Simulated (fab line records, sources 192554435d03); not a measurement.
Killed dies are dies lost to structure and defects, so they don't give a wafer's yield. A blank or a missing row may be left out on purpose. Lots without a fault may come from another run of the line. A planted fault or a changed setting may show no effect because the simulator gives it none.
Chamber matching | flow n5_finfet | N5_BEOL_M1_STRIP_66 on rie_diel-06: 4 sister chambers
The step strips in CF4. 20 wafers are shown with their chamber, then 10 later ones without.

WAFERS WITH THEIR CHAMBER
wafer  | chamber | throttle_valve_pct (%) | showerhead_plenum_p_Torr (Torr) | oes_product_au (a.u.)
L077.1 | 1       | 13.89                  | 1.71                            | 0.69
L077.3 | 0       | 13.18                  | 1.84                            | 0.90
L077.6 | 3       | 13.65                  | 1.73                            | 0.85
L079.3 | 3       | 13.66                  | 1.73                            | 0.84
L079.4 | 0       | 13.19                  | 1.84                            | 0.89
L079.6 | 2       | 13.31                  | 1.87                            | 0.75
L074.1 | 3       | 13.65                  | 1.73                            | 0.85
L074.5 | 3       | 13.66                  | 1.73                            | 0.84
L074.6 | 2       | 13.31                  | 1.87                            | 0.75
L080.1 | 2       | 13.32                  | 1.87                            | 0.75
L080.3 | 1       | 13.89                  | 1.71                            | 0.68
L080.6 | 2       | 13.32                  | 1.87                            | 0.75
L081.2 | 2       | 13.30                  | 1.87                            | 0.75
L081.3 | 1       | 13.88                  | 1.71                            | 0.69
L081.5 | 0       | 13.19                  | 1.84                            | 0.88
L087.1 | 2       | 13.36                  | 1.86                            | 0.74
L087.3 | 3       | 13.69                  | 1.73                            | 0.82
L087.6 | 0       | 13.24                  | 1.84                            | 0.86
L089.2 | 0       | 13.24                  | 1.84                            | 0.86
L089.3 | 1       | 13.36                  | 1.91                            | 0.98

SIGNATURES (means of the wafers above)
reading                  | chamber 0 | chamber 1 | chamber 2 | chamber 3 | scatter within a chamber
throttle_valve_pct       | 13.2080   | 13.7550   | 13.3200   | 13.6620   | 0.116
showerhead_plenum_p_Torr | 1.8400    | 1.7600    | 1.8683    | 1.7300    | 0.0434
oes_product_au           | 0.8780    | 0.7600    | 0.7483    | 0.8400    | 0.0645
Rule: a wafer's distance from a chamber is the root of the sum, over the readings, of the square of ((its reading less the chamber's mean) divided by the reading's scatter). The wafer belongs to the nearest chamber; if the next one is less than 2 further off, it can't be placed. The scatter: the root of (the sum of the squares of (reading less its chamber's mean) over the shown wafers, divided by (wafers less chambers)).

WAFERS WITHOUT THEIR CHAMBER
wafer  | throttle_valve_pct (%) | showerhead_plenum_p_Torr (Torr) | oes_product_au (a.u.)
L089.4 | 13.70                  | 1.73                            | 0.82
L094.1 | 13.27                  | 1.84                            | 0.84
L094.2 | 13.36                  | 1.91                            | 0.95
L094.5 | 13.27                  | 1.84                            | 0.85
L095.2 | 13.72                  | 1.72                            | 0.81
L095.3 | 13.37                  | 1.91                            | 0.94
L095.4 | 13.27                  | 1.83                            | 0.84
L097.2 | 13.39                  | 1.91                            | 0.93
L097.4 | 13.72                  | 1.72                            | 0.81
L097.5 | 13.39                  | 1.86                            | 0.72

WHICH CHAMBER EACH WENT THROUGH
wafer  | from the rows above     | in truth
L089.4 | can't be placed: 3 or 1 | 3
L094.1 | can't be placed: 0 or 2 | 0
L094.2 | can't be placed: 0 or 2 | 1
L094.5 | can't be placed: 0 or 2 | 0
L095.2 | can't be placed: 3 or 1 | 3
L095.3 | can't be placed: 0 or 2 | 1
L095.4 | can't be placed: 0 or 2 | 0
L097.2 | can't be placed: 0 or 2 | 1
L097.4 | can't be placed: 3 or 1 | 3
L097.5 | 2                       | 2
Placed correctly: 1 of 10. Can't be placed from these rows: 9 (the true chamber is among the candidates in 6). Placed wrongly: 0.
